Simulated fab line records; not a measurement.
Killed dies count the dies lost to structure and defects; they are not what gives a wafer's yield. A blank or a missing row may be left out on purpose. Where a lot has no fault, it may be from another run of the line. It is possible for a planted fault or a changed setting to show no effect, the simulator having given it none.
3 desks, one fault || flow n5_finfet || only its own numbers are on each desk; what lay behind them is given at the end

## THE METROLOGY DESK
What the gauges read, lot by lot, whatever tool the lot ran on: means of the sampled wafers that have a number. If a lot's mean is further than 4 standard deviations from the usual mean, the lot is out of limits and carries the mark OUT (the distance appears in the brackets).
Columns: A = cd_nm at N5_BEOL_M5_CD_MEAS_18, usual 28.0 nm; B = cd_nm at N5_BEOL_M5_CD_MEAS_28, usual 30.64 nm; C = V4_OVL at N5_BEOL_M5_OVL_MEAS_29, usual -0.2 nm
{"lot": "L639", "first seen here": "day 8 18:28", "A": 28.1, "B": 30.55, "C": -0.4}
{"lot": "L642", "first seen here": "day 11 17:03", "A": 28.0, "B": 30.66, "C": 0.3}
{"lot": "L644", "first seen here": "day 12 06:38", "A": 27.9, "B": 30.66, "C": -0.7}
{"lot": "L651", "first seen here": "day 13 18:06", "A": 27.8, "B": 30.63, "C": -0.0}
{"lot": "L654", "first seen here": "day 14 00:58", "A": 27.9, "B": 30.60, "C": 0.0}
{"lot": "L662", "first seen here": "day 16 05:49", "A": 27.6, "B": 30.54, "C": -0.2}
This desk's finding: nothing out of limits on any of the 6 lots.

## THE DEFECT DESK
For each lot, the counts of the inspections along the route, averaged over the sampled wafers that have a number. If a lot's mean is further than 4 standard deviations from the usual mean, the lot is out of limits and carries the mark OUT (the distance appears in the brackets).
Columns: A = raw_defect_count at N5_BEOL_M5_INSPECT_30, usual 400
{"lot": "L639", "first seen here": "day 8 19:56", "A": 407}
{"lot": "L642", "first seen here": "day 11 17:44", "A": 591}
{"lot": "L644", "first seen here": "day 12 09:38", "A": 396}
{"lot": "L651", "first seen here": "day 13 19:58", "A": 394}
{"lot": "L654", "first seen here": "day 14 07:29", "A": 418}
{"lot": "L662", "first seen here": "day 16 08:42", "A": 419}
This desk's finding: nothing out of limits on any of the 6 lots.

## FOR THE TOOL OWNER'S DESK: litho_track-05
The tool's own readings at N5_BEOL_M5_COAT_22 (resist thk 30 nm): means of the sampled wafers that have a number, for each lot that ran on this tool. If a lot's mean is further than 4 standard deviations from the usual mean, the lot is out of limits and carries the mark OUT (the distance appears in the brackets).
Columns: A = resist_line_temp_C at N5_BEOL_M5_COAT_22, usual 23.02 C; B = spin_speed_rpm at N5_BEOL_M5_COAT_22, usual 1500.0 rpm
{"lot": "L639", "first seen here": "day 8 19:34", "A": 22.88, "B": 1499.4}
{"lot": "L642", "first seen here": "day 11 17:16", "A": 23.03, "B": 1498.4}
{"lot": "L644", "first seen here": "day 12 09:17", "A": 23.09, "B": "1415.2 (-77) OUT"}
{"lot": "L651", "first seen here": "day 13 19:28", "A": 22.90, "B": "1415.4 (-77) OUT"}
{"lot": "L662", "first seen here": "day 16 08:13", "A": 23.19, "B": 1499.0}
This desk finds L644, L651 out of limits, L644 being first, at day 12 09:17 (spin_speed_rpm at N5_BEOL_M5_COAT_22). L639, L642, L662: within limits.

## TAKEN TOGETHER
On L644, L651, at day 12 09:17, an alarm was possible from the tool owner's desk.
At the metrology desk, nothing out of limits was observed.
No out-of-limits result turned up at the defect desk.
The metrology desk holds a record of L644, L651, inside its limits.
The defect desk has L644, L651 on record, within its limits.
All the named lots went through N5_BEOL_M5_COAT_22 on litho_track-05.

## WHAT THE SIMULATOR HAD INSERTED
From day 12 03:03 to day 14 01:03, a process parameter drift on litho_track-05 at N5_BEOL_M5_COAT_22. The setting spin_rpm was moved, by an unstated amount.
Struck lots among those shown: L644, L651.
Time in hours from fault onset to the first out-of-limits reading at each desk: the tool owner's desk, 6.
